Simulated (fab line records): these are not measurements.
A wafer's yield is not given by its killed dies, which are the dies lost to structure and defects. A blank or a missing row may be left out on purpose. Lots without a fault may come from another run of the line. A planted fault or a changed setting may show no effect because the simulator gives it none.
Matching of chambers :: flow n5_finfet :: N5_BEOL_M5_ILD_DEP_00 on pecvd-04: 3 sister chambers
The step deposits SiCOH lowk from DEMS/porogen, target thk 140.64 nm, time 25.9 s. 3 wafers are shown with their chamber, then 10 later ones without.

## WAFERS PAIRED WITH THEIR CHAMBERS
wafer: L086.6
chamber: 2
throttle_valve_pct (%): 13.4

wafer: L090.1
chamber: 1
throttle_valve_pct (%): 14.7

wafer: L090.5
chamber: 0
throttle_valve_pct (%): 14.4

## WAFERS WHOSE CHAMBER IS MISSING
wafer: L090.6
throttle_valve_pct (%): 14.6

wafer: L087.2
throttle_valve_pct (%): 14.5

wafer: L087.3
throttle_valve_pct (%): 13.2

wafer: L087.5
throttle_valve_pct (%): 14.5

wafer: L093.1
throttle_valve_pct (%): 14.9

wafer: L093.3
throttle_valve_pct (%): 13.5

wafer: L093.5
throttle_valve_pct (%): 14.7

wafer: L095.3
throttle_valve_pct (%): 14.5

wafer: L095.4
throttle_valve_pct (%): 13.4

wafer: L095.6
throttle_valve_pct (%): 14.9

## EACH ONE'S CHAMBER
wafer: L090.6
from the rows above: can't be placed: 1 or 0
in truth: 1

wafer: L087.2
from the rows above: can't be placed: 0 or 1
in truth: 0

wafer: L087.3
from the rows above: 2
in truth: 2

wafer: L087.5
from the rows above: can't be placed: 0 or 1
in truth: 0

wafer: L093.1
from the rows above: 1
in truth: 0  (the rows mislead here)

wafer: L093.3
from the rows above: 2
in truth: 2

wafer: L093.5
from the rows above: 1
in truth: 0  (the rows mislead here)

wafer: L095.3
from the rows above: can't be placed: 0 or 1
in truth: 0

wafer: L095.4
from the rows above: 2
in truth: 2

wafer: L095.6
from the rows above: 1
in truth: 1
Placed correctly: 4 of 10. These rows do not allow placing 4 (true chamber among the candidates in 4). Wrongly placed: 2.
How it was worked out, from the rows above alone: a wafer's distance from a chamber is the root of the sum, over the readings, of the square of ((its reading less the chamber's mean) divided by the reading's scatter). If the next closest chamber is less than 2 further off than the closest, the wafer can't be placed; otherwise it belongs to the closest. A chamber's mean is the mean of its shown wafers. The scatter: with one shown wafer a chamber, the root of the mean of the squares of how far each hidden wafer lies from its nearest shown one.
